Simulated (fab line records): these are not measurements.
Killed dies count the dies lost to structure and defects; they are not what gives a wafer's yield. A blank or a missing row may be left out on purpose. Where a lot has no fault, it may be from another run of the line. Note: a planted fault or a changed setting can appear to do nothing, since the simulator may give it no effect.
Code-filled problem report in 8D (eight disciplines) form || flow nand harc || the parts of the form that need people (team, actions taken, sign-off) are left out

## 1. WHAT WENT WRONG
At NHARC_A_ONON_D2_THK_MEAS_14, thk nm averages 1607 nm over 2 wafers from 2 lots, while fault-free wafers read 1002 nm, standard deviation 10. That is +60 standard deviations from the usual mean.
The step: measures by ellipsometry.
Earliest sighting: wafer L584.5 on film metro-02 at day 21 22:10. At this step, 36 wafers from 12 lots have a number in the record. The rule behind "out" and "out of limits": a value lying over 4 standard deviations away from the usual mean. Any other wafer with a number is counted as sound.

## 2. WHAT IT IS AND WHAT IT IS NOT
{"question": "which readings at this step", "is": "thk nm", "is not": "-"}
{"question": "which lots", "is": "L584, L585", "is not": "L562, L563, L566, L567, L568, L569, L571, L572, L575, L578"}
{"question": "which wafers of those lots", "is": "L584.5, L585.5", "is not": "L584.4, L584.6, L585.3, L585.6"}
{"question": "read on which gauges", "is": "film metro-02", "is not": "film metro-01"}
{"question": "when", "is": "from day 21 22:10", "is not": "up to then (32 sound wafers); but 2 sound wafers of L585 came after"}

## 3. THE SUSPECTS, EACH WITH WHAT RULES IT OUT
Counting: a tool at a process step up to the reading stays a suspect if it ran every lot that is out. Sound lots after the first of them don't rule it out here, since some wafers of a struck lot are sound.
- the gauge at NHARC_A_ONON_D2_THK_MEAS_14 has been ruled out. All the wafers that are out were read on film metro-02, but those of them that NHARC_END_SORT_01 has rows for are out there too, on other tools.
- pecvd onon-02 at NHARC_A_ONON_D2_DEP_12 (target thk 1000 nm): kept. It ran every lot that is out, first L584 (day 21 21:49); its last sound lot up to then is L578 (day 19 11:40).
The count leaves pecvd onon-02 at NHARC_A_ONON_D2_DEP_12.

## 4. THE CAUSE (what the simulator had put in)
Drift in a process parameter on pecvd onon-02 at NHARC_A_ONON_D2_DEP_12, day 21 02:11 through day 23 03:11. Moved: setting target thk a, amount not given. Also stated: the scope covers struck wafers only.
Only this tool survived the counting.

## 5. SEQUENCE OF EFFECTS, ordered by route
Each row: a reading where the mean over the struck wafers with a number is more than 3 standard deviations away from the usual. Readings are gone through only where the record gives a usual standard deviation; hours: the median, over the lots, of the time from a lot's start at the first step in this table giving one to that lot's start at this step; sigmas: the change measured in usual standard deviations.
{"hours": 0, "step": "NHARC_A_ONON_D2_THK_MEAS_14", "reading": "thk nm", "usual": "1002 nm", "on struck wafers": 1607, "change": "+605", "sigmas": "+60"}
{"hours": 286, "step": "NHARC_END_SORT_01", "reading": "killed at array", "usual": 49, "on struck wafers": 674, "change": "+625", "sigmas": "+35"}
{"hours": 286, "step": "NHARC_END_SORT_01", "reading": "killed dies", "usual": 54, "on struck wafers": 677, "change": "+623", "sigmas": "+33"}

## 6. HOW IT WOULD HAVE BEEN CAUGHT EARLIER
20 hours passed between the start of the fault at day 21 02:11 and the first reading out of limits at a measuring or inspecting step in this record, taken at day 21 22:10.
An alarm limit of 4 standard deviations would not have fired on the tool readings at NHARC_A_ONON_D2_DEP_12 for which the record gives a usual standard deviation, since none of them was out on any struck wafer.
Of the lots that are out (2), L585 began NHARC_A_ONON_D2_DEP_12 on pecvd onon-02 after day 21 22:10. A hold on the tool at that time would have spared it.
